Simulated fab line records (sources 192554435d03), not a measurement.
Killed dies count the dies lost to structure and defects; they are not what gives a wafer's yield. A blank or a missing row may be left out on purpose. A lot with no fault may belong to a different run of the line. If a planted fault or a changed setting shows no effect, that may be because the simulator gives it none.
Chamber matching ; flow n5-finfet ; 3 sister chambers for N5_BEOL_M10_ILD_DEP_00 on pecvd-02
The step deposits SiCOH lowk from DEMS/porogen, target thk 308.51 nm, time 58 s. 5 wafers are shown with their chamber, then 7 later ones without.

WAFERS WITH THEIR CHAMBER
wafer;chamber;throttle-valve-pct (%);heater-power-outer-w (W)
L086.4;2;13.1;157
L086.5;2;13.1;163
L086.6;1;14.1;121
L090.1;1;14.2;125
L090.2;0;11.8;69

WAFERS WHOSE CHAMBER IS MISSING
wafer;throttle-valve-pct (%);heater-power-outer-w (W)
L090.3;13.0;144
L091.1;12.8;166
L091.5;11.6;107
L091.6;13.2;171
L093.1;12.8;144
L093.2;14.1;123
L093.5;11.7;96

EACH ONE'S CHAMBER
wafer;from the rows above;in truth
L090.3;2;2
L091.1;2;2
L091.5;0;0
L091.6;2;2
L093.1;2;2
L093.2;1;1
L093.5;0;0
Placed correctly: 7 of 7. From these rows, 0 cannot be placed. 0 placed wrongly.
How it was worked out, from the rows above alone: a wafer's distance from a chamber is the root of the sum, over the readings, of the square of ((its reading less the chamber's mean) divided by the reading's scatter). If the next closest chamber is less than 2 further off than the closest, the wafer can't be placed; otherwise it belongs to the closest. The mean given for a chamber averages the wafers shown for that chamber. How the scatter is found: for the shown wafers, subtract from each reading the mean of its chamber, square and add these, divide the total by (wafers less chambers), then take the root.
